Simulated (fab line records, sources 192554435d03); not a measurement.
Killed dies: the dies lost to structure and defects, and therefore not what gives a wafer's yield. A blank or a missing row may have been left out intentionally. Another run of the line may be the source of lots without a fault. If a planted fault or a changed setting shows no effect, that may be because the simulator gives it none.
Comparing a struck lot with a sound one :: flow n5_finfet :: 16 steps out of a route of 1938
Sound: these wafers, L480.2, L480.4, L480.6. Wafers L475.1, L475.3, L475.6 were the ones struck. At the end, the cause is stated.
Order at every step that has rows: each side's tool, ch and its chambers, its first start. Under that, the readings that differ: sound wafers :: struck wafers :: difference of the means :: sigmas: that difference in standard deviations of wafers without a fault.
alike: words and numbers the same on both sides, and readings whose means are apart by under 2 such deviations; not compared: readings that were withheld, readings missing a value for some wafer, numbers with overlapping values and no deviation given by the record, and bounds like >300 which may hide the same value.
The two part at a step that has a row with sigmas, a row that says differs or no value, or rows on one side only. Numbers that have no deviation but don't overlap get no sigmas and don't part them. A reading that every wafer of one side lacks parts them only if that side has two wafers or more.

N5_BEOL_M0_SAQP_ETCH_88: etches underlayer in N2/H2, target depth 6.5 nm, time 5.2 s.
  sound on rie_diel-03 ch 1,3, day 9 02:49; struck on rie_diel-06 ch 1,2, day 7 19:32
reading: showerhead_plenum_p_Torr (Torr)
sound: 2.62 2.69 2.69
struck: 2.54 2.51 2.51
difference: -0.15
sigmas: -2
  alike: drypump_motor_current_A, etch_rf_on_time_s, oes_product_au, rf_vpp_V, throttle_valve_pct
  not compared: rf_hours_counter_h
N5_BEOL_M0_SAQP_ETCH_73: etches SiARC in CF4, target depth 19.5 nm, time 32.5 s.
  sound on rie_diel-03 ch 1,3, day 9 02:50; struck on rie_diel-06 ch 1,2, day 7 19:34
reading: showerhead_plenum_p_Torr (Torr)
sound: 2.18 2.26 2.26
struck: 2.13 2.11 2.11
difference: -0.12
sigmas: -2
  alike: drypump_motor_current_A, etch_rf_on_time_s, mfc_ar_sccm, oes_product_au, rf_vpp_V, throttle_valve_pct
  not compared: rf_hours_counter_h
then, 3 steps without rows for these wafers: N5_BEOL_M0_SAQP_CUT_ETCH_46 (etches SOC in N2/H2, target depth 135 nm, overetch 27 nm, time 202.5 s); N5_BEOL_M0_SAQP_STRIP_74 (strips in N2/H2); N5_BEOL_M0_SAQP_STRIP_89 (strips in N2/H2).
N5_BEOL_M0_SAQP_ALD_48: deposits SiO2, target thk 20 nm, pulse time 1 s, co reactant pulse time 1 s.
  sound on ald_sin-02 ch 1,2, day 9 03:04; struck on ald_sin-01 ch 0,1,3, day 7 20:03
  alike: heater_power_outer_w, heater_power_w, precursor_pulse_height_rel, susceptor_temp_C
N5_BEOL_M0_SAQP_ETCH_49: etches SiO2 in CF4/O2, target depth 37 nm.
  sound on rie_diel-03 ch 1,2, day 9 03:44; struck on rie_diel-04 ch 0,1, day 7 20:34
reading: oes_product_au (a.u.)
sound: 0.92 0.89 0.89
struck: 0.71 0.70 0.72
difference: -0.19
sigmas: -2

reading: rf_vpp_V (V)
sound: 243 260 260
struck: 233 233 232
difference: -22
sigmas: -2
  alike: drypump_motor_current_A, mfc_ar_sccm, showerhead_plenum_p_Torr, throttle_valve_pct
  not compared: rf_hours_counter_h
N5_BEOL_M0_SAQP_STRIP_75: strips in CF4.
  sound on rie_diel-03 ch 1,2, day 9 03:50; struck on rie_diel-04 ch 0,1, day 7 20:40
reading: oes_product_au (a.u.)
sound: 0.213 0.208 0.210
struck: 0.168 0.166 0.174
difference: -0.041
sigmas: -2
  alike: drypump_motor_current_A, power_w, rf_vpp_V, showerhead_plenum_p_Torr, throttle_valve_pct
  not compared: rf_hours_counter_h
then, 4 steps without rows for these wafers: N5_BEOL_M0_CUTY_COAT_50 (time 60 s, resist thk 15 nm); N5_BEOL_M0_CUTY_COAT_51 (resist thk 150 nm); N5_BEOL_M0_CUTY_EBR_52; N5_BEOL_M0_CUTY_SOFTBAKE_53 (time 60 s).
N5_BEOL_M0_CUTY_EXPOSE_54: exposes mask M0 ABLK.
  sound on arfi_scanner-01 ch 0, day 9 04:07; struck on arfi_scanner-03 ch 0, day 7 20:56
reading: exposure_dose_mJ_cm2
sound: 35.97 35.96 35.96
struck: 35.64 35.66 35.67
difference: -0.31
sigmas: -9
  alike: mask, focus_offset_nm
then, 1 step without rows for these wafers: N5_BEOL_M0_CUTY_PEB_55 (peb time 60 s).
-- the record jumps here: 2 days lie between the struck wafers' starts before and after (it left off in module BEOL_M0_CUTY and takes up again in module BEOL_M4, whose first step shown is number 1111 of the route) --
N5_BEOL_M4_RC_MEAS_101:
  sound on prober-01 ch 0, day 11 18:34; struck on prober-01 ch 0, day 10 06:32
  alike: DIBL_N, DIBL_P, IOFF_N, IOFF_P, ION_N, ION_P, SS_N, SS_P, VT_N, VT_P
-- here the record skips 5 days between the struck wafers' starts before and after, leaving off in module BEOL_M4 and picking up in module PASSIVATION (first step shown: number 1936 of the route) --
N5_PASSIVATION_PROBE_49:
  record: rows for the struck wafers here (prober-01, day 15 01:19), none for the sound ones

WHERE THEY PART
At N5_BEOL_M0_SAQP_ETCH_88 first; at N5_PASSIVATION_PROBE_49 last (within this record only).

WHY: whatever the simulator had introduced
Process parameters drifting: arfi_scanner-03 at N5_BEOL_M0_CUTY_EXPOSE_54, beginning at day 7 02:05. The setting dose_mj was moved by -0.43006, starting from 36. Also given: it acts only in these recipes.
